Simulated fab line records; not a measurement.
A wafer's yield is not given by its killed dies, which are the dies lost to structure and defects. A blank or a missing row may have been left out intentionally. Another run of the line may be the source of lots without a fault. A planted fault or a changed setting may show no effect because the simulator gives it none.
Matching of chambers + flow n5_finfet + thermal_cvd_si-01 running N5_HKMG_FIN_CVD_62: 3 sister chambers
The step deposits a-Si from Si2H6, target thk 3 nm, time 20.8 s. 3 wafers are shown with their chamber, then 12 later ones without.

## WAFERS PAIRED WITH THEIR CHAMBERS
| wafer  | chamber | heater_power_w (W) |
|--------|---------|--------------------|
| L085.4 | 0       | 1567               |
| L089.1 | 1       | 1783               |
| L089.6 | 2       | 1312               |

## WAFERS MISSING THEIR CHAMBER
| wafer  | heater_power_w (W) |
|--------|--------------------|
| L091.2 | 1344               |
| L091.4 | 1793               |
| L091.5 | 1546               |
| L093.1 | 1776               |
| L093.4 | 1591               |
| L093.6 | 1798               |
| L095.3 | 1754               |
| L095.5 | 1578               |
| L095.6 | 1810               |
| L097.3 | 1582               |
| L097.4 | 1822               |
| L097.5 | 1768               |

## CHAMBER TAKEN BY EACH
| wafer  | from the rows above | in truth |
|--------|---------------------|----------|
| L091.2 | 2                   | 2        |
| L091.4 | 1                   | 1        |
| L091.5 | 0                   | 0        |
| L093.1 | 1                   | 1        |
| L093.4 | 0                   | 0        |
| L093.6 | 1                   | 1        |
| L095.3 | 1                   | 1        |
| L095.5 | 0                   | 0        |
| L095.6 | 1                   | 1        |
| L097.3 | 0                   | 0        |
| L097.4 | 1                   | 1        |
| L097.5 | 1                   | 1        |
Correct placement for 12 of the 12. From these rows, 0 cannot be placed. Number placed wrongly: 0.
How it was worked out, from the rows above alone: a wafer's distance from a chamber is the root of the sum, over the readings, of the square of ((its reading less the chamber's mean) divided by the reading's scatter). The wafer belongs to the nearest chamber; if the next one is less than 2 further off, it can't be placed. The mean given for a chamber averages the wafers shown for that chamber. The scatter (one wafer shown for each chamber): square how far every hidden wafer sits from the nearest shown wafer, average those squares and take the square root.
